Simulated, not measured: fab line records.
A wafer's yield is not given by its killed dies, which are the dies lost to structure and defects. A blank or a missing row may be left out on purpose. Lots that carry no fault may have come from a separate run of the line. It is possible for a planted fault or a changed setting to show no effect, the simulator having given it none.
fab line records ; flow nand-harc ; part 1 of 2: steps 1 to 28 of 42
record: lots: 5; wafers: 15; last-day: 24
route steps=1159 shown A_M0@995 A_M1@1026
lots with no fault: from the same line, run without faults
start-h: hours from the record's opening day to when the first of the lot's shown wafers began ; wait-h: hours from the lot's prior step to this one ; " the same as in the row above ; L1.1+2: several wafers, shown together as one row ; - no value, or no start was given ; * or withheld: withheld ; < > ~ a bound
route shown NAME@n: NAME is a module with steps in the file, n the number in the route of the first one ; usual: mean/standard deviation of fault-free wafers ; same: alike in all rows ; chamber/n: place in a boat ; sites: readings site by site ; _std_site: how widely they spread, as a standard deviation ; _edge_site: outer sites' mean less inner sites' ; radius-mm: how far each site lies from the wafer's centre ; mask NAME#n: copy n ; behind: the tool/chamber that last shaped the wafer ; hold: why the lot went on hold/how many hours it stayed there/how the hold came to an end ; device: which transistor (n, p or np) failed to switch ; end of line: the same wafers' tests at the end of the route ; step lacking rows: just its recipe ; killed: at the first sort, the dies lost to defects and structure; wafer yield is something else ; map: shows each die of a wafer: x if killed, . if not, _ if none is there
set.NAME: the setting that was run; set.NAME@STEP: the one run at that earlier step ; model.NAME: the simulator's own value behind a step, which no gauge read
lots at some steps of the route; a table a step, a row a wafer
services: the hour from which a tool's chamber was out of use, counted from the record's first day as start-h (under 0 if before that day), plus the number of hours and why
== steps ==
step: NHARC_A_M0_DEHYDRATE_01
recipe: temp-c: 150; time-s: 120
lot.wafer;tool;chamber;start-h;wait-h
L079.1+3+4;litho-track-01;0;413.67;-
L080.1+2+6;litho-track-01;0;422.17;-
L088.1+2+4;litho-track-01;0;472.22;-
L092.1+3+4;litho-track-06;0;521.67;-
L097.2+3+6;litho-track-06;0;540.65;-
step: NHARC_A_M0_HMDS_02
recipe: time-s: 30
lot.wafer;tool;chamber;start-h;wait-h
L079.1+3+4;litho-track-01;0;-;-
L080.1+2+6;litho-track-01;0;-;-
L088.1+2+4;litho-track-01;0;-;-
L092.1+3+4;litho-track-06;0;-;-
L097.2+3+6;litho-track-06;0;-;-
step: NHARC_A_M0_COAT_33
recipe: temp-c: 200; time-s: 65
lot.wafer;tool;chamber;start-h;wait-h
L079.1+3+4;litho-track-01;0;-;-
L080.1+2+6;litho-track-01;0;-;-
L088.1+2+4;litho-track-01;0;-;-
L092.1+3+4;litho-track-06;0;-;-
L097.2+3+6;litho-track-06;0;-;-
step: NHARC_A_M0_COAT_03
recipe: spin-rpm: 1500; resist-thk-nm: 90
lot.wafer;tool;chamber;start-h;wait-h
L079.1+3+4;litho-track-01;0;-;-
L080.1+2+6;litho-track-01;0;-;-
L088.1+2+4;litho-track-01;0;-;-
L092.1+3+4;litho-track-06;0;-;-
L097.2+3+6;litho-track-06;0;-;-
step: NHARC_A_M0_SOFTBAKE_04
recipe: temp-c: 105; time-s: 55
lot.wafer;tool;chamber;start-h;wait-h
L079.1+3+4;litho-track-01;0;-;-
L080.1+2+6;litho-track-01;0;-;-
L088.1+2+4;litho-track-01;0;-;-
L092.1+3+4;litho-track-06;0;-;-
L097.2+3+6;litho-track-06;0;-;-
step: NHARC_A_M0_EBR_05
lot.wafer;tool;chamber;start-h;wait-h
L079.1+3+4;litho-track-01;0;-;-
L080.1+2+6;litho-track-01;0;-;-
L088.1+2+4;litho-track-01;0;-;-
L092.1+3+4;litho-track-06;0;-;-
L097.2+3+6;litho-track-06;0;-;-
step: NHARC_A_M0_EXPOSE_06
recipe: na: 1.35; target-cd-nm: 80; dose-mj: 83.25; mask-id: A_M0
usual: reticle-temp-C: 22.98/0.088; stage-vel-mm-s: 499.92/0.27
lot.wafer;tool;chamber;start-h;wait-h;mask;reticle-temp-C;stage-vel-mm-s
L079.1;arfi-scanner-03;0;413.96;-;A_M0#0;23.05;499.67
L079.3;arfi-scanner-03;0;413.96;-;A_M0#0;23.04;499.49
L079.4;arfi-scanner-03;0;413.96;-;A_M0#0;22.96;500.24
L080.1;arfi-scanner-01;0;422.45;-;A_M0#0;22.97;499.92
L080.2;arfi-scanner-01;0;422.45;-;A_M0#0;22.88;499.60
L080.6;arfi-scanner-01;0;422.45;-;A_M0#0;22.91;499.86
L088.1;arfi-scanner-03;0;472.50;-;A_M0#0;22.98;499.57
L088.2;arfi-scanner-03;0;472.50;-;A_M0#0;22.97;499.88
L088.4;arfi-scanner-03;0;472.50;-;A_M0#0;22.82;500.13
L092.1;arfi-scanner-02;0;521.83;-;A_M0#0;22.91;499.76
L092.3;arfi-scanner-02;0;521.83;-;A_M0#0;22.92;499.62
L092.4;arfi-scanner-02;0;521.83;-;A_M0#0;22.89;499.34
L097.2;arfi-scanner-02;0;540.81;-;A_M0#0;23.00;499.91
L097.3;arfi-scanner-02;0;540.81;-;A_M0#0;22.91;499.94
L097.6;arfi-scanner-02;0;540.81;-;A_M0#0;23.05;499.87
step: NHARC_A_M0_PEB_07
recipe: peb-temp-c: 100; peb-time-s: 65
lot.wafer;tool;chamber;start-h;wait-h
L079.1+3+4;litho-track-06;0;414.02;0.1
L080.1+2+6;litho-track-06;0;422.51;0.1
L088.1+2+4;litho-track-04;0;472.57;0.1
L092.1+3+4;litho-track-01;0;521.89;0.1
L097.2+3+6;litho-track-06;0;540.87;0.1
step: NHARC_A_M0_DEVELOP_08
recipe: develop-time-s: 35; dev-temp-c: 23
lot.wafer;tool;chamber;start-h;wait-h
L079.1+3+4;litho-track-06;0;-;-
L080.1+2+6;litho-track-06;0;-;-
L088.1+2+4;litho-track-04;0;-;-
L092.1+3+4;litho-track-01;0;-;-
L097.2+3+6;litho-track-06;0;-;-
step: NHARC_A_M0_CD_MEAS_09
recipe: target-cd-nm: 80; landing-energy-ev: 500
usual: cd-nm: 79.9/0.51
lot.wafer;tool;chamber;start-h;wait-h;cd-nm
L079.1;cd-sem-02;0;414.10;-;80.0
L079.3;cd-sem-02;0;414.10;-;79.6
L079.4;cd-sem-02;0;414.10;-;80.3
L080.1;cd-sem-03;0;422.59;-;79.7
L080.2;cd-sem-03;0;422.59;-;80.0
L080.6;cd-sem-03;0;422.59;-;79.2
L088.1;cd-sem-03;0;472.64;-;80.2
L088.2;cd-sem-03;0;472.64;-;79.7
L088.4;cd-sem-03;0;472.64;-;80.2
L092.1;cd-sem-02;0;521.97;-;80.0
L092.3;cd-sem-02;0;521.97;-;79.5
L092.4;cd-sem-02;0;521.97;-;79.6
L097.2;cd-sem-02;0;540.95;-;79.5
L097.3;cd-sem-02;0;540.95;-;79.0
L097.6;cd-sem-02;0;540.95;-;79.3
step: NHARC_A_M0_OVL_MEAS_10
recipe: pitch-nm: 160
usual: overlay-x-nm: 0.1/1.1; overlay-y-nm: 0.0/0.7
lot.wafer;tool;chamber;start-h;wait-h;overlay-x-nm;overlay-y-nm
L079.1;overlay-02;-;414.19;-;-0.6;0.7
L079.3;overlay-02;-;414.19;-;-0.6;1.0
L079.4;overlay-02;-;414.19;-;-0.2;0.8
L080.1;overlay-01;-;422.68;-;-0.7;-0.7
L080.2;overlay-01;-;422.68;-;-0.2;0.2
L080.6;overlay-01;-;422.68;-;-0.5;0.1
L088.1;overlay-02;-;472.73;-;0.8;1.4
L088.2;overlay-02;-;472.73;-;0.2;0.7
L088.4;overlay-02;-;472.73;-;0.1;1.3
L092.1;overlay-01;-;522.06;-;-0.7;0.4
L092.3;overlay-01;-;522.06;-;0.0;0.6
L092.4;overlay-01;-;522.06;-;0.1;1.1
L097.2;overlay-02;-;541.04;-;-0.6;-0.2
L097.3;overlay-02;-;541.04;-;0.0;-0.1
L097.6;overlay-02;-;541.04;-;-0.6;-0.1
step: NHARC_A_M0_INSPECT_11
usual: raw-defect-count: 29/11
lot.wafer;tool;chamber;start-h;wait-h;raw-defect-count
L079.1;defect-inspect-01;-;414.22;0.0;16
L079.3;defect-inspect-01;-;414.22;0.0;8
L079.4;defect-inspect-01;-;414.22;0.0;12
L080.1;defect-inspect-02;-;422.72;0.0;29
L080.2;defect-inspect-02;-;422.72;0.0;32
L080.6;defect-inspect-02;-;422.72;0.0;34
L088.1;defect-inspect-02;-;472.77;0.0;47
L088.2;defect-inspect-02;-;472.77;0.0;56
L088.4;defect-inspect-02;-;472.77;0.0;50
L092.1;defect-inspect-02;-;522.10;0.0;29
L092.3;defect-inspect-02;-;522.10;0.0;32
L092.4;defect-inspect-02;-;522.10;0.0;24
L097.2;defect-inspect-02;-;541.07;0.0;15
L097.3;defect-inspect-02;-;541.07;0.0;9
L097.6;defect-inspect-02;-;541.07;0.0;14
step: NHARC_A_M0_DESCUM_14
recipe: time-s: 3; o2-flow-sccm: 200; ar-flow-sccm: 0; bias-power-w: 0; chemistry: O2
usual: drypump-motor-current-A: 5.7/0.32; oes-product-au: 0.999/0.0073; rf-vpp-V: 57.8/0.8; showerhead-plenum-p-Torr: 1.94/0.079; throttle-valve-pct: 11.312/0.0092
lot.wafer;tool;chamber;start-h;wait-h;drypump-motor-current-A;oes-product-au;rf-hours-counter-h;rf-vpp-V;showerhead-plenum-p-Torr;throttle-valve-pct
L079.1;rie-diel-09;0;414.29;0.1;6.4;1.014;13;56.7;1.94;11.311
L079.3;rie-diel-09;1;414.29;0.1;6.1;0.996;13;57.5;2.04;11.315
L079.4;rie-diel-09;3;414.29;0.1;5.4;1.003;12;58.6;1.93;11.313
L080.2;rie-diel-09;0;422.86;0.1;6.5;1.005;13;56.8;1.93;11.316
L080.1;rie-diel-09;2;422.86;0.1;6.0;1.003;11;57.8;1.88;11.314
L080.6;rie-diel-09;1;422.86;0.1;6.1;1.004;-;59.1;2.04;11.309
L088.4;rie-diel-06;0;472.83;0.1;5.3;0.993;3;59.2;2.02;11.318
L088.2;rie-diel-06;1;472.83;0.1;5.6;1.000;3;59.0;1.93;11.327
L088.1;rie-diel-06;2;472.83;0.1;5.9;0.991;3;57.1;1.97;11.312
L092.1;rie-diel-09;3;522.16;0.1;5.4;1.010;5;58.1;1.93;11.306
L092.4;rie-diel-09;1;522.16;0.1;6.1;1.012;6;57.6;2.04;11.307
L092.3;rie-diel-09;2;522.16;0.1;6.0;1.013;5;57.2;1.88;11.302
L097.2;rie-diel-06;2;541.13;0.1;5.9;0.999;8;58.7;1.97;11.289
L097.3;rie-diel-06;3;541.13;0.1;5.6;0.995;9;56.5;1.84;11.311
L097.6;rie-diel-06;3;541.13;0.1;5.6;0.995;-;57.0;1.83;11.307
step: NHARC_A_M0_ETCH_34
recipe: target-depth-a: 400; overetch-a: 120; time-s: 43.94; ion-energy-ev: 200; n2-flow-sccm: 150; h2-flow-sccm: 150; ar-flow-sccm: 0; rf-w: 400; bias-w: 150; chemistry: N2/H2
usual: drypump-motor-current-A: 5.7/0.31; oes-product-au: 0.999/0.0079; rf-vpp-V: 431.1/2.5; showerhead-plenum-p-Torr: 2.06/0.085; throttle-valve-pct: 14.171/0.0091
lot.wafer;tool;chamber;start-h;wait-h;drypump-motor-current-A;oes-product-au;rf-hours-counter-h;rf-vpp-V;showerhead-plenum-p-Torr;throttle-valve-pct
L079.4;rie-diel-09;0;414.37;0.1;6.4;0.998;13;432.3;2.06;14.181
L079.3;rie-diel-09;1;414.37;0.1;6.1;0.999;13;432.7;2.18;14.187
L079.1;rie-diel-09;3;414.37;0.1;5.4;1.000;12;431.4;2.06;14.166
L080.1;rie-diel-09;1;422.95;0.1;6.1;0.997;13;434.4;2.18;14.169
L080.2;rie-diel-09;2;422.95;0.1;6.0;1.014;11;428.7;2.00;14.174
L080.6;rie-diel-09;1;422.95;0.1;6.1;1.007;-;434.2;2.18;14.185
L088.1;rie-diel-06;3;472.91;0.1;5.6;1.004;4;429.4;1.96;14.151
L088.2;rie-diel-06;1;472.91;0.1;5.6;1.002;3;431.1;2.05;14.159
L088.4;rie-diel-06;2;472.91;0.1;5.8;1.007;3;431.8;2.10;14.174
L092.4;rie-diel-09;0;522.25;0.1;6.4;0.985;5;432.5;2.06;14.177
L092.1;rie-diel-09;1;522.25;0.1;6.1;0.998;6;433.5;2.17;14.158
L092.3;rie-diel-09;2;522.25;0.1;6.0;1.010;5;428.2;2.00;14.182
L097.3;rie-diel-06;0;541.22;0.1;5.3;1.003;9;432.8;2.16;14.171
L097.2;rie-diel-06;2;541.22;0.1;5.9;1.002;8;431.5;2.10;14.171
L097.6;rie-diel-06;1;541.22;0.1;5.6;1.009;-;431.5;2.05;14.177
step: NHARC_A_M0_ETCH_15
recipe: target-depth-a: 1500; overetch-a: 150; time-s: 82.5; c4f8-flow-sccm: withheld; ar-flow-sccm: 400; rf-w: 600; bias-w: 300; chemistry: C4F8/Ar
usual: oes-product-au: 0.950/0.022; rf-vpp-V: 441.7/2.6
lot.wafer;tool;chamber;start-h;wait-h;oes-product-au;rf-hours-counter-h;rf-vpp-V
L079.3;rie-diel-09;1;-;-;0.959;13;444.2
L079.4;rie-diel-09;3;-;-;0.981;12;440.5
L079.1;rie-diel-09;0;-;-;0.951;13;442.7
L080.2;rie-diel-09;1;-;-;0.924;13;444.3
L080.1;rie-diel-09;2;-;-;0.934;11;440.0
L080.6;rie-diel-09;0;-;-;0.941;-;441.0
L088.2;rie-diel-06;0;-;-;0.958;3;444.7
L088.4;rie-diel-06;1;-;-;0.958;3;440.9
L088.1;rie-diel-06;2;-;-;0.974;3;443.0
L092.1;rie-diel-09;1;-;-;0.920;6;443.6
L092.3;rie-diel-09;3;-;-;0.931;5;441.1
L092.4;rie-diel-09;0;-;-;0.928;6;441.1
L097.2;rie-diel-06;1;-;-;0.968;8;441.3
L097.3;rie-diel-06;2;-;-;0.962;8;440.7
L097.6;rie-diel-06;1;-;-;0.979;-;440.6
step: NHARC_A_M0_CD_MEAS_16
usual: cd-nm: 80.0/0.64
lot.wafer;tool;chamber;start-h;wait-h;cd-nm
L079.1;cd-sem-02;-;414.58;-;79.8
L079.3;cd-sem-02;-;414.58;-;79.2
L079.4;cd-sem-02;-;414.58;-;80.0
L080.1;cd-sem-03;-;423.16;-;80.1
L080.2;cd-sem-03;-;423.16;-;80.0
L080.6;cd-sem-03;-;423.16;-;79.3
L088.1;cd-sem-01;-;473.13;-;80.3
L088.2;cd-sem-01;-;473.13;-;80.1
L088.4;cd-sem-01;-;473.13;-;80.6
L092.1;cd-sem-01;-;522.46;-;79.6
L092.3;cd-sem-01;-;522.46;-;79.8
L092.4;cd-sem-01;-;522.46;-;79.5
L097.2;cd-sem-02;-;541.44;-;79.4
L097.3;cd-sem-02;-;541.44;-;78.8
L097.6;cd-sem-02;-;541.44;-;80.1
step: NHARC_A_M0_STRIP_18
recipe: power-w: 1000; n2-flow-sccm: 150; h2-flow-sccm: 150; ar-flow-sccm: 0; bias-w: 0; chemistry: N2/H2
usual: drypump-motor-current-A: 5.8/0.32; oes-product-au: 0.999/0.0078; rf-vpp-V: 90.7/0.9; showerhead-plenum-p-Torr: 2.06/0.089; throttle-valve-pct: 14.172/0.0098
lot.wafer;tool;chamber;start-h;wait-h;drypump-motor-current-A;oes-product-au;rf-hours-counter-h;rf-vpp-V;showerhead-plenum-p-Torr;throttle-valve-pct
L079.4;rie-diel-09;1;414.66;0.1;6.1;0.994;13;91.3;2.18;14.150
L079.3;rie-diel-09;3;414.66;0.1;5.4;1.011;12;89.9;2.06;14.171
L079.1;rie-diel-09;0;414.66;0.1;6.4;1.008;13;90.9;2.06;14.169
L080.2;rie-diel-05;3;423.24;0.1;6.0;0.980;5;91.0;2.07;14.182
L080.1;rie-diel-05;1;423.24;0.1;5.9;0.993;5;89.4;1.94;14.164
L080.6;rie-diel-05;0;423.24;0.1;5.4;0.995;-;92.0;2.20;14.187
L088.1;rie-diel-05;1;473.20;0.1;5.9;0.999;8;88.3;1.93;14.176
L088.4;rie-diel-05;3;473.20;0.1;6.0;1.001;7;90.4;2.07;14.175
L088.2;rie-diel-05;0;473.20;0.1;5.4;0.989;8;90.4;2.20;14.165
L092.1;rie-diel-09;0;522.53;0.1;6.5;0.990;6;91.4;2.06;14.175
L092.3;rie-diel-09;1;522.53;0.1;6.1;0.999;6;91.3;2.17;14.186
L092.4;rie-diel-09;3;522.53;0.1;5.4;1.003;5;89.6;2.06;14.169
L097.3;rie-diel-09;3;541.53;0.1;5.4;0.993;6;90.3;2.05;14.172
L097.2;rie-diel-09;1;541.53;0.1;6.1;0.998;7;89.3;2.17;14.185
L097.6;rie-diel-09;2;541.53;0.1;6.0;1.010;-;90.5;2.00;14.180
step: NHARC_A_M0_STRIP_19
recipe: time-s: 600; temp-c: 30; chemistry: post-etch-residue-remover
usual: temp-c: 30.00/0.1
lot.wafer;tool;chamber;start-h;wait-h;temp-c
L079.4;wet-bench-09;2;414.94;-;29.89
L079.1;wet-bench-09;5;414.94;-;30.05
L079.3;wet-bench-09;6;414.94;-;30.01
L080.2;wet-bench-02;3;423.52;-;29.90
L080.6;wet-bench-02;4;423.52;-;30.13
L080.1;wet-bench-02;5;423.52;-;29.86
L088.1;wet-bench-02;2;473.48;-;30.32
L088.4;wet-bench-02;4;473.48;-;29.85
L088.2;wet-bench-02;6;473.48;-;30.01
L092.3;wet-bench-02;3;522.81;-;29.98
L092.4;wet-bench-02;7;522.81;-;30.20
L092.1;wet-bench-02;0;522.81;-;29.97
L097.2;wet-bench-09;4;541.78;-;30.08
L097.6;wet-bench-09;0;541.78;-;29.93
L097.3;wet-bench-09;1;541.78;-;29.83
step: NHARC_A_M0_DEGAS_28
recipe: temp-c: 250; time-s: 60
usual: heater-power-w: 360/40; susceptor-temp-C: 249.98/0.18
lot.wafer;tool;chamber;start-h;wait-h;heater-power-w;susceptor-temp-C
L079.1;pvd-sputter-01;-;415.20;-;387;249.90
L079.4;pvd-sputter-01;-;415.20;-;315;249.96
L079.3;pvd-sputter-01;-;415.20;-;344;250.26
L080.1;pvd-sputter-02;-;423.79;-;351;249.80
L080.2;pvd-sputter-02;-;423.79;-;334;250.17
L080.6;pvd-sputter-02;-;423.79;-;330;250.02
L088.1;pvd-sputter-01;-;473.75;-;343;250.07
L088.2;pvd-sputter-01;-;473.75;-;398;250.16
L088.4;pvd-sputter-01;-;473.75;-;356;249.67
L092.1;pvd-sputter-03;-;523.08;-;385;250.29
L092.4;pvd-sputter-03;-;523.08;-;486;250.02
L092.3;pvd-sputter-03;-;523.08;-;335;250.00
L097.2;pvd-sputter-02;-;542.06;-;325;250.35
L097.3;pvd-sputter-02;-;542.06;-;342;249.98
L097.6;pvd-sputter-02;-;542.06;-;332;250.07
step: NHARC_A_M0_PRE_CLEAN_29
recipe: time-s: 30; temp-c: 280; gas: H2/He
usual: heater-power-w: 441/54; susceptor-temp-C: 279.99/0.16
lot.wafer;tool;chamber;start-h;wait-h;heater-power-w;susceptor-temp-C
L079.4;pvd-sputter-01;-;-;-;425;280.02
L079.1;pvd-sputter-01;-;-;-;478;280.03
L079.3;pvd-sputter-01;-;-;-;429;280.08
L080.1;pvd-sputter-02;-;-;-;397;279.88
L080.2;pvd-sputter-02;-;-;-;434;280.26
L080.6;pvd-sputter-02;-;-;-;390;280.13
L088.4;pvd-sputter-01;-;-;-;434;279.87
L088.1;pvd-sputter-01;-;-;-;397;280.21
L088.2;pvd-sputter-01;-;-;-;428;280.06
L092.4;pvd-sputter-03;-;-;-;600;279.80
L092.1;pvd-sputter-03;-;-;-;405;280.05
L092.3;pvd-sputter-03;-;-;-;474;279.85
L097.3;pvd-sputter-02;-;-;-;399;280.15
L097.2;pvd-sputter-02;-;-;-;414;279.96
L097.6;pvd-sputter-02;-;-;-;419;280.01
step: NHARC_A_M0_PVD_20
recipe: target-thk-a: 50; bias-v: 168.6; power-w: 15000; chamber-pressure-pa: 0.12; time-s: 8.06; substrate-temp-c: 50; material: TaN
usual: throttle-valve-pct: 30.3/0.89
lot.wafer;tool;chamber;start-h;wait-h;throttle-valve-pct
L079.4;pvd-sputter-01;-;-;-;29.7
L079.1;pvd-sputter-01;-;-;-;29.5
L079.3;pvd-sputter-01;-;-;-;31.0
L080.2;pvd-sputter-02;-;-;-;31.6
L080.1;pvd-sputter-02;-;-;-;29.0
L080.6;pvd-sputter-02;-;-;-;31.5
L088.1;pvd-sputter-01;-;-;-;29.5
L088.2;pvd-sputter-01;-;-;-;31.3
L088.4;pvd-sputter-01;-;-;-;29.7
L092.4;pvd-sputter-03;-;-;-;29.2
L092.1;pvd-sputter-03;-;-;-;30.9
L092.3;pvd-sputter-03;-;-;-;29.1
L097.2;pvd-sputter-02;-;-;-;30.1
L097.3;pvd-sputter-02;-;-;-;28.8
L097.6;pvd-sputter-02;-;-;-;31.1
step: NHARC_A_M0_PVD_21
recipe: target-thk-a: 300; chamber-pressure-pa: 5; power-w: 5000; substrate-temp-c: 30; time-s: 20.49; material: Cu
usual: throttle-valve-pct: 30.3/0.91
lot.wafer;tool;chamber;start-h;wait-h;throttle-valve-pct
L079.3;pvd-sputter-01;-;-;-;31.4
L079.4;pvd-sputter-01;-;-;-;29.4
L079.1;pvd-sputter-01;-;-;-;29.9
L080.2;pvd-sputter-02;-;-;-;31.4
L080.1;pvd-sputter-02;-;-;-;28.7
L080.6;pvd-sputter-02;-;-;-;31.3
L088.2;pvd-sputter-01;-;-;-;31.6
L088.4;pvd-sputter-01;-;-;-;29.3
L088.1;pvd-sputter-01;-;-;-;29.6
L092.4;pvd-sputter-03;-;-;-;29.2
L092.1;pvd-sputter-03;-;-;-;31.2
L092.3;pvd-sputter-03;-;-;-;29.1
L097.2;pvd-sputter-02;-;-;-;30.0
L097.3;pvd-sputter-02;-;-;-;31.5
L097.6;pvd-sputter-02;-;-;-;29.8
step: NHARC_A_M0_ECD_22
recipe: target-thk-a: 4000; bath-temp-c: 25; material: Cu
lot.wafer;tool;chamber;start-h;wait-h
L079.1+4+3;ecd-cu-02;0,0,1;415.56;-
L080.2+1+6;ecd-cu-01;0,1,1;424.15;-
L088.1+2+4;ecd-cu-01;1,0,1;474.12;-
L092.1+4+3;ecd-cu-02;1,0,1;524.00;-
L097.2+3+6;ecd-cu-02;0,0,1;542.41;-
step: NHARC_A_M0_ANNEAL_30
recipe: temp-c: 225; time-s: 90
usual: wafer_temp_C_max: 226.2/0.41
lot.wafer;tool;chamber;start-h;wait-h;wafer_temp_C_max
L079.1;rtp-anneal-01;0;415.94;-;226.0
L079.3;rtp-anneal-01;0;415.94;-;226.8
L079.4;rtp-anneal-01;0;415.94;-;226.2
L080.1;rtp-anneal-02;0;424.53;-;225.9
L080.2;rtp-anneal-02;0;424.53;-;225.8
L080.6;rtp-anneal-02;0;424.53;-;225.9
L088.1;rtp-anneal-01;0;474.52;-;227.3
L088.2;rtp-anneal-01;0;474.52;-;227.0
L088.4;rtp-anneal-01;0;474.52;-;226.4
L092.1;rtp-anneal-02;0;524.34;0.3;225.9
L092.3;rtp-anneal-02;0;524.34;0.3;226.0
L092.4;rtp-anneal-02;0;524.34;0.3;226.1
L097.2;rtp-anneal-02;0;542.85;0.4;225.8
L097.3;rtp-anneal-02;0;542.85;0.4;226.2
L097.6;rtp-anneal-02;0;542.85;0.4;225.8
step: NHARC_A_M0_CMP_23
recipe: t-overpolish-s: 20; target-thk-nm: 113.75
usual: motor-current-A: 12.2/1.2; slurry-filter-dp-kPa: 13.48/0.14; time-to-endpoint-s: 29.5/1.7
same: t-overpolish-s: 20
lot.wafer;tool;chamber;start-h;wait-h;motor-current-A;slurry-filter-dp-kPa;time-to-endpoint-s
L079.3;cmp-01;3;416.31;-;11.5;13.43;27.0
L079.4;cmp-01;0;416.31;-;13.3;13.34;27.6
L079.1;cmp-01;1;416.31;-;14.6;13.52;26.8
L080.2;cmp-04;1;424.90;-;13.0;13.39;32.0
L080.1;cmp-04;3;424.90;-;10.7;13.40;29.4
L080.6;cmp-04;1;424.90;-;13.9;13.34;32.5
L088.4;cmp-02;0;474.88;-;11.8;13.65;29.7
L088.2;cmp-02;1;474.88;-;12.3;13.71;28.6
L088.1;cmp-02;3;474.88;-;11.0;13.30;29.8
L092.3;cmp-01;0;524.87;-;13.5;13.77;32.5
L092.1;cmp-01;1;524.87;-;14.5;13.57;29.4
L092.4;cmp-01;2;524.87;-;12.2;13.28;31.2
L097.3;cmp-02;0;543.14;-;12.4;13.56;28.6
L097.2;cmp-02;1;543.14;-;12.9;13.59;25.8
L097.6;cmp-02;1;543.14;-;12.6;13.38;26.9
step: NHARC_A_M0_THK_MEAS_24
recipe: thk-meas-gauge: xrf
usual: thk-nm: 113.9/1.3
lot.wafer;tool;chamber;start-h;wait-h;thk-nm
L079.1;film-metro-01;-;416.60;-;114.5
L079.3;film-metro-01;-;416.60;-;114.0
L079.4;film-metro-01;-;416.60;-;114.8
L080.1;film-metro-02;-;425.18;-;113.6
L080.2;film-metro-02;-;425.18;-;115.0
L080.6;film-metro-02;-;425.18;-;114.9
L088.1;film-metro-01;-;475.19;-;115.1
L088.2;film-metro-01;-;475.19;-;113.2
L088.4;film-metro-01;-;475.19;-;113.5
L092.1;film-metro-02;-;525.16;-;113.6
L092.3;film-metro-02;-;525.16;-;111.1
L092.4;film-metro-02;-;525.16;-;112.8
L097.2;film-metro-02;-;543.45;-;115.0
L097.3;film-metro-02;-;543.45;-;113.0
L097.6;film-metro-02;-;543.45;-;114.7
step: NHARC_A_M0_SRD_25
lot.wafer;tool;chamber;start-h;wait-h
L079.3+4+1;wet-bench-08;0,1,4;416.64;0.0
L080.1+2+6;wet-bench-08;2,4,6;425.23;0.0
L088.4+2+1;wet-bench-10;3,6,7;475.24;0.0
L092.4+1+3;wet-bench-10;3,5,6;525.20;0.0
L097.2+3+6;wet-bench-10;5,6,7;543.51;0.1
step: NHARC_A_M0_INSPECT_27
usual: raw-defect-count: 469/120
lot.wafer;tool;chamber;start-h;wait-h;raw-defect-count
L079.1;defect-inspect-01;-;416.76;0.0;444
L079.3;defect-inspect-01;-;416.76;0.0;660
L079.4;defect-inspect-01;-;416.76;0.0;663
L080.1;defect-inspect-01;-;425.34;0.0;354
L080.2;defect-inspect-01;-;425.34;0.0;429
L080.6;defect-inspect-01;-;425.34;0.0;371
L088.1;defect-inspect-02;-;475.35;0.0;414
L088.2;defect-inspect-02;-;475.35;0.0;614
L088.4;defect-inspect-02;-;475.35;0.0;469
L092.1;defect-inspect-01;-;525.32;0.0;519
L092.3;defect-inspect-01;-;525.32;0.0;455
L092.4;defect-inspect-01;-;525.32;0.0;508
L097.2;defect-inspect-01;-;543.62;0.0;540
L097.3;defect-inspect-01;-;543.62;0.0;464
L097.6;defect-inspect-01;-;543.62;0.0;654
